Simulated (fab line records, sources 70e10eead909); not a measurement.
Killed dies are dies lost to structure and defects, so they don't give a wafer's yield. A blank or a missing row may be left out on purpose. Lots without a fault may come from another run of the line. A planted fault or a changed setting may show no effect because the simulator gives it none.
Chamber matching | flow nand_harc | NHARC_A_STAIRCASE_CMP_472 on cmp-04: 4 sister chambers
The step polishes SiO2. 4 wafers are shown with their chamber, then 8 later ones without.

WAFERS WITH THEIR CHAMBER
wafer  | chamber | motor_current_A (A)
L089.1 | 2       | 10.4
L089.2 | 1       | 10.7
L089.5 | 0       | 10.3
L092.1 | 3       | 12.2

WAFERS WITHOUT THEIR CHAMBER
wafer  | motor_current_A (A)
L092.2 | 10.7
L092.3 | 10.5
L092.4 | 10.3
L092.5 | 12.0
L092.6 | 9.9
L096.2 | 10.3
L096.3 | 10.1
L096.4 | 11.0

WHICH CHAMBER EACH WENT THROUGH
wafer  | from the rows above          | in truth
L092.2 | can't be placed: 1 or 2 or 0 | 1
L092.3 | can't be placed: 2 or 0 or 1 | 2
L092.4 | can't be placed: 0 or 2 or 1 | 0
L092.5 | 3                            | 3
L092.6 | can't be placed: 0 or 2 or 1 | 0
L096.2 | can't be placed: 0 or 2 or 1 | 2
L096.3 | can't be placed: 0 or 2 or 1 | 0
L096.4 | can't be placed: 1 or 2 or 0 | 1
Placed correctly: 1 of 8. Can't be placed from these rows: 7 (the true chamber is among the candidates in 7). Placed wrongly: 0.
How it was worked out, from the rows above alone: a wafer's distance from a chamber is the root of the sum, over the readings, of the square of ((its reading less the chamber's mean) divided by the reading's scatter). The wafer belongs to the nearest chamber; if the next one is less than 2 further off, it can't be placed. A chamber's mean is the mean of its shown wafers. The scatter: with one shown wafer a chamber, the root of the mean of the squares of how far each hidden wafer lies from its nearest shown one.
